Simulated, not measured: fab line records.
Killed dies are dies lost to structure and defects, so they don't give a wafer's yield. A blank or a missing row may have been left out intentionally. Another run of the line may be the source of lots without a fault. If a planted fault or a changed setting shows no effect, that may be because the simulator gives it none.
fab line records | flow nand-harc
record: lots: 13 | wafers: 37 | last-day: 33
route steps=1302 shown A_SGD_CUT@890 A_BONDPAD@1220 THIN_TSV@1268 END@1302
lots with no fault: from the same line, run without faults
start-h: start of the lot's first displayed wafer, in hours after the record's first day | wait-h: time in hours since the lot's previous step | " unchanged from the row above | L1.1+2: one row covering several wafers at once | - no value, or no start was given | * or withheld: withheld | < > ~ a bound
route shown NAME@n: names a module that has steps shown in the file, with the first one's number in the route | usual: mean/standard deviation taken from wafers without a fault | same: alike in all rows | chamber/n: place in a boat | sites: each site's reading | _std_site: their standard deviation | _edge_site: inner sites' mean taken away from outer sites' mean | radius-mm: for every site, how far away it sits from the centre of the wafer | mask NAME#n: copy n | behind: the most recent tool/chamber to have shaped the wafer | hold: the reason the lot was held/the length of the hold in hours/how it ended | device: whichever transistor did not switch (one of n, p or np) | end of line: the same wafers' tests at the end of the route | a step without rows: its recipe alone | killed: dies that structure and defects cost at the first sort, which is not the same as the wafer's yield | map: a wafer's dies, marking killed ones x, the rest . and places with no die _
set.NAME: setting as actually run; set.NAME@STEP: the setting as run at that earlier step | model.NAME: the simulator's own value behind a step, which no gauge read
a sample of lots followed through the steps of the route, with each step as a table and each wafer as a row
services: when a tool's chamber went out of use (start-h, in hours from the record's first day, below 0 if earlier), for how many hours, and the reason
== steps ==
step: NHARC_A_SGD_CUT_DEP_00
recipe: target-thk-a: 500 | temp-c: 400 | target-thk-nm: 50 | flow-sccm: 200 | rf-w: 450 | material: SiNx
usual: heater-power-w: 708/97
lot.wafer | tool     | chamber | start-h | wait-h | heater-power-w | since-wet-clean-h
L683.6    | pecvd-01 | 2       | 447.66  | 0.2    | 829            | -
L683.4    | "        | 0       | "       | "      | 832            | -
L683.5    | "        | 1       | "       | "      | 739            | -
L685.2    | pecvd-01 | 0       | 467.48  | 0.1    | 766            | 143
L685.4    | "        | 0       | "       | "      | 754            | -
L685.5    | "        | 2       | "       | "      | 708            | -
L684.2    | pecvd-03 | 0       | 467.72  | 0.1    | 713            | 89
L684.3    | "        | 1       | "       | "      | 629            | 89
L684.6    | "        | 1       | "       | "      | 635            | -
L687.1    | pecvd-04 | 2       | 476.14  | 0.1    | 643            | 13
L687.4    | "        | 2       | "       | "      | 650            | -
L687.5    | "        | 1       | "       | "      | 567            | -
L686.3    | pecvd-03 | 0       | 476.35  | 0.1    | 733            | 97
L686.1    | "        | 1       | "       | "      | 582            | 97
L686.6    | "        | 0       | "       | "      | 725            | -
L688.2    | pecvd-03 | 0       | 510.76  | 0.1    | 703            | 132
L688.1    | "        | 1       | "       | "      | 612            | 132
L688.4    | "        | 0       | "       | "      | 711            | -
L689.2    | pecvd-04 | 1       | 511.86  | 0.1    | 599            | 49
L689.3    | "        | 2       | "       | "      | 651            | 49
L689.4    | "        | 2       | "       | "      | 666            | -
L691.3    | pecvd-01 | 2       | 535.39  | 0.1    | 872            | 30
L691.5    | "        | 1       | "       | "      | 728            | -
L691.6    | "        | 2       | "       | "      | 875            | -
L695.1    | pecvd-01 | 0       | 576.38  | 0.1    | 877            | 71
L695.5    | "        | 0       | "       | "      | 897            | -
L695.6    | "        | 2       | "       | "      | 773            | -
L696.2    | pecvd-01 | 2       | 589.60  | 0.1    | 907            | 85
L696.6    | "        | 0       | "       | "      | 889            | -
L699.2    | pecvd-01 | 0       | 597.06  | 0.3    | 843            | 92
L699.5    | "        | 0       | "       | "      | 852            | -
L704.2    | pecvd-04 | 2       | 663.52  | 0.1    | 713            | 19
L704.4    | "        | 0       | "       | "      | 674            | -
L704.6    | "        | 1       | "       | "      | 602            | -
L705.3    | pecvd-03 | 1       | 663.79  | 0.1    | 613            | 104
L705.1    | "        | 0       | "       | "      | 740            | 104
L705.4    | "        | 1       | "       | "      | 601            | -
step: NHARC_A_BONDPAD_ETCH_12
recipe: target-depth-a: 2200 | time-s: 110 | chf3-flow-sccm: 50 | o2-flow-sccm: 10 | ar-flow-sccm: 200 | rf-w: 500 | bias-w: 200 | chemistry: CHF3/O2
usual: drypump-motor-current-A: 5.7/0.43 | oes-product-au: 0.947/0.023 | rf-vpp-V: 371.0/2.6 | showerhead-plenum-p-Torr: 2.42/0.12 | throttle-valve-pct: 20.573/0.0093
lot.wafer | tool        | chamber | start-h | wait-h | drypump-motor-current-A | oes-product-au | rf-hours-counter-h | rf-vpp-V | showerhead-plenum-p-Torr | throttle-valve-pct
L683.4    | rie-diel-03 | 2       | -       | -      | 6.0                     | 0.967          | 2                  | 371.7    | 2.52                     | 20.573
L683.5    | "           | 3       | "       | "      | 5.5                     | 0.961          | -                  | 372.4    | 2.47                     | 20.565
L683.6    | "           | 0       | "       | "      | 5.6                     | 0.953          | -                  | 367.4    | 2.26                     | 20.582
L685.4    | rie-diel-08 | 0       | -       | -      | 4.8                     | 0.989          | 0                  | 373.9    | 2.55                     | 20.577
L685.2    | "           | 2       | "       | "      | 6.3                     | 0.963          | 0                  | 370.2    | 2.38                     | 20.574
L685.5    | "           | 0       | "       | "      | 4.8                     | 0.975          | -                  | 373.0    | 2.55                     | 20.571
L684.3    | rie-diel-04 | 2       | -       | -      | 5.7                     | 0.965          | 3                  | 370.9    | 2.34                     | 20.573
L684.2    | "           | 3       | "       | "      | 6.3                     | 0.961          | 3                  | 368.0    | 2.23                     | 20.590
L684.6    | "           | 3       | "       | "      | 6.3                     | 0.972          | -                  | 367.4    | 2.23                     | 20.547
L686.3    | rie-diel-08 | 3       | -       | -      | 5.9                     | 0.964          | 4                  | 367.8    | 2.25                     | 20.579
L686.1    | "           | 1       | "       | "      | 5.7                     | 0.983          | 3                  | 373.6    | 2.60                     | 20.573
L686.6    | "           | 0       | "       | "      | 4.9                     | 0.987          | -                  | 373.7    | 2.55                     | 20.577
L687.4    | rie-diel-04 | 1       | -       | -      | 5.6                     | 0.915          | 8                  | 373.0    | 2.53                     | 20.578
L687.1    | "           | 3       | "       | "      | 6.3                     | 0.925          | 7                  | 367.0    | 2.23                     | 20.560
L687.5    | "           | 1       | "       | "      | 5.6                     | 0.918          | -                  | 374.6    | 2.53                     | 20.581
L688.2    | rie-diel-03 | 0       | -       | -      | 5.6                     | 0.976          | 4                  | 368.0    | 2.26                     | 20.569
L688.4    | "           | 1       | "       | "      | 6.1                     | 0.971          | 4                  | 369.3    | 2.31                     | 20.547
L688.1    | "           | 3       | "       | "      | 5.5                     | 0.965          | 4                  | 374.7    | 2.47                     | 20.577
L689.2    | rie-diel-08 | 3       | -       | -      | 5.9                     | 0.930          | 13                 | 367.4    | 2.25                     | 20.576
L689.4    | "           | 1       | "       | "      | 5.7                     | 0.920          | 14                 | 373.9    | 2.59                     | 20.564
L689.3    | "           | 2       | "       | "      | 6.3                     | 0.930          | 14                 | 370.2    | 2.38                     | 20.572
L691.3    | rie-diel-03 | 3       | -       | -      | 5.5                     | 0.944          | 5                  | 372.7    | 2.47                     | 20.570
L691.6    | "           | 1       | "       | "      | 6.1                     | 0.951          | -                  | 369.2    | 2.31                     | 20.570
L691.5    | "           | 2       | "       | "      | 6.0                     | 0.980          | -                  | 373.8    | 2.51                     | 20.578
L695.1    | rie-diel-08 | 0       | -       | -      | 4.9                     | 0.930          | 38                 | 373.0    | 2.54                     | 20.566
L696.2    | rie-diel-03 | 3       | -       | -      | 5.5                     | 0.965          | 1                  | 375.3    | 2.47                     | 20.577
L699.2    | rie-diel-03 | 1       | -       | -      | 6.1                     | 0.957          | 1                  | 368.2    | 2.31                     | 20.558
L704.2    | rie-diel-04 | 2       | -       | -      | 5.7                     | 0.919          | 8                  | 367.6    | 2.33                     | 20.590
L704.4    | "           | 3       | "       | "      | 6.3                     | 0.925          | 8                  | 375.7    | 2.59                     | 20.561
L704.6    | "           | 3       | "       | "      | 6.2                     | 0.917          | -                  | 374.1    | 2.59                     | 20.590
L705.4    | rie-diel-03 | 0       | -       | -      | 5.6                     | 0.954          | 4                  | 368.6    | 2.26                     | 20.573
L705.1    | "           | 1       | "       | "      | 6.2                     | 0.958          | 4                  | 369.6    | 2.31                     | 20.575
L705.3    | "           | 2       | "       | "      | 6.0                     | 0.971          | 4                  | 372.1    | 2.51                     | 20.563
step: NHARC_A_BONDPAD_PVD_17
recipe: target-thk-a: 50 | bias-v: 168.6 | power-w: 15000 | chamber-pressure-pa: 0.12 | time-s: 8.06 | substrate-temp-c: 50 | material: TaN
usual: cathode-dc-power-W: 15000/2.6 | throttle-valve-pct: 30.1/0.79
lot.wafer | tool           | chamber | start-h | wait-h | cathode-dc-power-W | throttle-valve-pct
L683.4    | pvd-sputter-02 | -       | -       | -      | 15000              | 30.7
L683.5    | "              | -       | "       | "      | 14997              | 30.0
L683.6    | "              | -       | "       | "      | 15002              | 30.1
L685.4    | pvd-sputter-02 | -       | -       | -      | 15001              | 31.0
L685.2    | "              | -       | "       | "      | 15003              | 30.2
L685.5    | "              | -       | "       | "      | 15000              | 30.3
L684.2    | pvd-sputter-03 | -       | -       | -      | 14994              | 30.1
L684.3    | "              | -       | "       | "      | 14999              | 29.8
L684.6    | "              | -       | "       | "      | 14999              | 30.0
L686.1    | pvd-sputter-01 | -       | -       | -      | 15001              | 30.9
L686.3    | "              | -       | "       | "      | 15007              | 29.8
L686.6    | "              | -       | "       | "      | 15003              | 30.9
L687.1    | pvd-sputter-03 | -       | -       | -      | 14997              | 29.9
L687.4    | "              | -       | "       | "      | 15002              | 31.1
L687.5    | "              | -       | "       | "      | 15006              | 31.0
L688.2    | pvd-sputter-03 | -       | -       | -      | 14999              | 31.2
L688.4    | "              | -       | "       | "      | 14999              | 29.9
L688.1    | "              | -       | "       | "      | 15002              | 30.4
L689.4    | pvd-sputter-01 | -       | -       | -      | 15005              | 30.6
L689.2    | "              | -       | "       | "      | 15003              | 29.7
L689.3    | "              | -       | "       | "      | 14998              | 30.6
L691.3    | pvd-sputter-03 | -       | -       | -      | 15000              | 30.3
L691.6    | "              | -       | "       | "      | 15005              | 30.0
L691.5    | "              | -       | "       | "      | 14998              | 31.2
L695.1    | pvd-sputter-02 | -       | -       | -      | 14997              | 30.8
L696.2    | pvd-sputter-03 | -       | -       | -      | 15002              | 30.3
L699.2    | pvd-sputter-02 | -       | -       | -      | 15002              | 27.9
L704.2    | pvd-sputter-02 | -       | -       | -      | 15004              | 30.6
L704.4    | "              | -       | "       | "      | 15000              | 29.8
L704.6    | "              | -       | "       | "      | 15001              | 30.6
L705.3    | pvd-sputter-02 | -       | -       | -      | 15002              | 29.6
L705.1    | "              | -       | "       | "      | 15001              | 28.2
L705.4    | "              | -       | "       | "      | 15001              | 30.8
step: NHARC_THIN_TSV_ETCHBACK_48
recipe: target-depth-a: 10285 | over-etch-frac: 0.3 | time-s: 405.17 | ion-energy-ev: 250 | c4f8-flow-sccm: withheld | ar-flow-sccm: withheld | rf-w: 600 | bias-w: 300 | chemistry: C4F8/Ar
usual: oes-product-au: 0.940/0.03 | rf-vpp-V: 547/3.4
same: over-etch-frac: 0.3
lot.wafer | tool        | chamber | start-h | wait-h | oes-product-au | rf-hours-counter-h | rf-vpp-V
L683.4    | rie-diel-05 | 2       | 564.08  | -      | 0.929          | 9.9                | 543
L683.5    | "           | 1       | "       | "      | 0.923          | -                  | 549
L683.6    | "           | 2       | "       | "      | 0.921          | -                  | 542
L684.2    | rie-diel-05 | 1       | 578.55  | -      | 0.919          | 10.5               | 548
L684.3    | "           | 2       | "       | "      | 0.924          | 11.0               | 543
L684.6    | "           | 1       | "       | "      | 0.920          | -                  | 545
L685.4    | rie-diel-09 | 1       | 579.78  | -      | 0.942          | 2.2                | 549
L685.2    | "           | 3       | "       | "      | 0.932          | 2.9                | 543
L685.5    | "           | 1       | "       | "      | 0.921          | -                  | 549
L687.4    | rie-diel-09 | 1       | 598.47  | -      | 0.995          | 2.7                | 550
L687.1    | "           | 2       | "       | "      | 1.005          | 2.8                | 546
L687.5    | "           | 1       | "       | "      | 1.007          | -                  | 548
L686.3    | rie-diel-13 | 0       | 599.68  | -      | 0.928          | 3.3                | 552
L686.1    | "           | 3       | "       | "      | 0.923          | 3.5                | 550
L686.6    | "           | 0       | "       | "      | 0.926          | -                  | 553
L689.3    | rie-diel-05 | 1       | 622.36  | -      | 0.924          | 2.2                | 546
L689.4    | "           | 3       | "       | "      | 0.921          | 2.8                | 543
L689.2    | "           | 0       | "       | "      | 0.927          | 2.7                | 551
L688.2    | rie-diel-09 | 0       | 623.49  | -      | 0.928          | 4.8                | 551
L688.4    | "           | 1       | "       | "      | 0.927          | 4.9                | 549
L688.1    | "           | 3       | "       | "      | 0.921          | 5.2                | 542
L691.3    | rie-diel-05 | 2       | 642.60  | -      | 0.933          | 4.6                | 543
L691.5    | "           | 1       | "       | "      | 0.927          | -                  | 547
L691.6    | "           | 2       | "       | "      | 0.924          | -                  | 542
L695.1    | rie-diel-13 | 1       | 690.46  | -      | 0.910          | 7.8                | 545
L696.2    | rie-diel-05 | 0       | 697.52  | -      | 0.927          | 7.2                | 552
L699.2    | rie-diel-13 | 1       | 708.96  | -      | 0.953          | 0.5                | 544
L704.2    | rie-diel-13 | 3       | 773.87  | -      | 0.928          | 3.3                | 549
L704.6    | "           | 3       | "       | "      | 0.922          | -                  | 550
L704.4    | "           | 0       | "       | "      | 0.922          | -                  | 552
L705.1    | rie-diel-13 | 0       | 774.93  | -      | 0.919          | 3.5                | 552
L705.3    | "           | 1       | "       | "      | 0.911          | 3.8                | 544
L705.4    | "           | 0       | "       | "      | 0.926          | -                  | 552
step: NHARC_END_SORT_01
recipe: temp-c: 25
usual: killed-at-array: 55/17 | killed-at-other: 1.1/1.4 | killed-at-periphery: 3.9/3 | killed-dies: 59/17 | killed-open: 3.5/2 | killed-short: 2.6/1.6
same: gross-dies: 677
lot.wafer | tool      | chamber | start-h | wait-h | killed-at-array | killed-at-other | killed-at-periphery | killed-dies | killed-open | killed-short
L695.1    | prober-01 | 0       | 704.85  | 2.5    | 74              | 0               | 2                   | 76          | 9           | 3
L695.5    | prober-01 | 0       | 708.01  | 3.7    | 415             | 0               | 2                   | 417         | 3           | 3
L695.6    | prober-01 | 0       | 708.80  | 4.0    | 402             | 1               | 2                   | 405         | 4           | 2
L696.2    | prober-01 | 0       | 713.35  | 2.8    | 67              | 1               | 2                   | 70          | 2           | 3
L696.6    | prober-01 | 0       | 716.56  | 4.0    | 437             | 1               | 3                   | 441         | 6           | 5
L699.2    | prober-01 | 0       | 721.13  | 2.8    | 29              | 4               | 5                   | 38          | 3           | 7
L699.5    | prober-01 | 0       | 723.53  | 3.7    | 418             | 2               | 3                   | 423         | 8           | 2
killed by level:class
L695.1 A_SLIT:chamber-film-flake=36 A_CHANNEL_HOLE_D2:chamber-film-flake=14 A_CHANNEL_HOLE_D1:chamber-film-flake=11 A_CHANNEL_FILL_D1:geometric-particle:open=2 A_ONON_D2:geometric-particle:open=2 P_CONTACT:geometric-particle:open=1 P_M1:geometric-particle:open=1 A_SOURCE_PLATE:geometric-particle:short=1
L695.5 A_SGD_CUT:area-dep=359 A_SLIT:chamber-film-flake=28 A_CHANNEL_HOLE_D2:chamber-film-flake=12 A_CHANNEL_HOLE_D1:chamber-film-flake=5 A_CONTACT:chamber-film-flake=3 A_STAIRCASE:chamber-film-flake=2 P_M0:geometric-particle:short=1 A_DECK1_JOINT:geometric-particle:open=1
L695.6 A_SGD_CUT:area-dep=343 A_SLIT:chamber-film-flake=27 A_CHANNEL_HOLE_D2:chamber-film-flake=16 A_CHANNEL_HOLE_D1:chamber-film-flake=8 A_CONTACT:chamber-film-flake=2 P_M2:geometric-particle:open=1 A_SOURCE_PLATE:geometric-particle:open=1 A_DECK1_JOINT:geometric-particle:short=1
L696.2 A_SLIT:chamber-film-flake=27 A_CHANNEL_HOLE_D1:chamber-film-flake=23 A_CHANNEL_HOLE_D2:chamber-film-flake=6 A_STAIRCASE:chamber-film-flake=2 P_M0:geometric-particle:open=1 A_DECK1_JOINT:geometric-particle:short=1 A_ONON_D2:geometric-particle:short=1 A_SGD_CUT:geometric-particle:open=1
L696.6 A_SGD_CUT:area-dep=362 A_SLIT:chamber-film-flake=33 A_CHANNEL_HOLE_D1:chamber-film-flake=21 A_CHANNEL_HOLE_D2:chamber-film-flake=4 A_WL_FILL:geometric-particle:short=3 A_CONTACT:chamber-film-flake=3 P_CONTACT:geometric-particle:open=2 A_CHANNEL_FILL_D1:chamber-film-flake=2
L699.2 A_CHANNEL_HOLE_D1:chamber-film-flake=9 A_SLIT:chamber-film-flake=5 A_CONTACT:chamber-film-flake=4 A_DECK1_JOINT:chamber-film-flake=3 THIN_TSV:chamber-film-flake=3 A_ONON_D1:geometric-particle:short=2 P_ZERO_WELL:chamber-film-flake=2 P_CONTACT:geometric-particle:open=1
L699.5 A_SGD_CUT:area-dep=395 A_CHANNEL_HOLE_D1:chamber-film-flake=8 A_CONTACT:chamber-film-flake=5 A_CHANNEL_FILL_D2:geometric-particle:open=3 P_M0:geometric-particle:open=2 A_CHANNEL_FILL_D1:geometric-particle:open=2 A_SLIT:chamber-film-flake=2 THIN_TSV:chamber-film-flake=2
== services ==
tool           | chamber | start-h | hours | kind
pecvd-01       | -       | 442.21  | 0.7   | repair
rie-diel-03    | -       | 458.30  | 9.0   | pm
pvd-sputter-02 | -       | 460.02  | 10.0  | pm
pvd-sputter-03 | -       | 469.27  | 3.2   | repair
rie-diel-03    | 3       | 482.18  | 9.9   | repair
pvd-sputter-02 | -       | 490.90  | 2.3   | repair
pecvd-01       | -       | 492.00  | 13.0  | pm
rie-diel-05    | 1       | 494.86  | 8.4   | repair
pecvd-01       | 2       | 516.36  | 5.9   | repair
pvd-sputter-02 | -       | 522.84  | 4.2   | repair
pvd-sputter-03 | -       | 526.06  | 10.0  | pm
pecvd-01       | 0       | 527.31  | 3.4   | repair
rie-diel-03    | 1       | 573.52  | 8.2   | repair
rie-diel-05    | -       | 583.87  | 9.0   | pm
rie-diel-03    | -       | 600.47  | 0.3   | repair
rie-diel-03    | -       | 635.30  | 9.0   | pm
pvd-sputter-02 | -       | 638.05  | 10.0  | pm
pvd-sputter-03 | -       | 638.34  | 1.9   | repair
pecvd-01       | -       | 673.00  | 13.0  | pm
pecvd-01       | 1       | 701.48  | 5.7   | repair
rie-diel-03    | 2       | 742.20  | 4.0   | repair
pvd-sputter-02 | -       | 743.53  | 2.3   | repair
pecvd-01       | 2       | 747.66  | 4.8   | repair
rie-diel-03    | 1       | 762.00  | 16.6  | repair
== key ==
first-sign: step: NHARC_END_SORT_01 | reading: killed-at-array | direction: up | sigmas: 22 | usual: 55 | struck: 418
effect: step: NHARC_END_SORT_01 | reading: killed-dies | direction: up | sigmas: 21 | usual: 59 | struck: 422
more-kills-born-at: NHARC_A_SGD_CUT_DEP_00@pecvd-01: 1459
met-at NHARC_A_SGD_CUT_DEP_00
struck-lots L695,L696,L699
struck-wafers L695.5,L695.6,L696.6,L699.5
later-rows-left-out L695.5,L695.6,L696.6,L699.5
tester-left-out L695,L696,L699
not-acting-at NHARC_A_BONDPAD_ETCH_12,NHARC_A_BONDPAD_PVD_17,NHARC_THIN_TSV_ETCHBACK_48
onset-between 535.39 576.38
fault: kind: process-parameter-drift | tool: pecvd-01 | chamber: - | onset-h: 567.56 | steps: NHARC_A_SGD_CUT_DEP_00 | channel: target-thk-a | offset: * | shape: step | end-h: 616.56 | scope: struck-wafers-only | acts-in: * | stated: *
tester-left-out: of these lots the tester's yield and bins aren't shown, on N5 and GAA mostly nor the transistor test; their killed dies are dies lost to structure and defects alone, not to doping, threshold or leakage, so they don't give the yield
later-rows-left-out: the simulator's readings of these wafers behind a module that went badly wrong aren't trusted and aren't shown, but for the sort
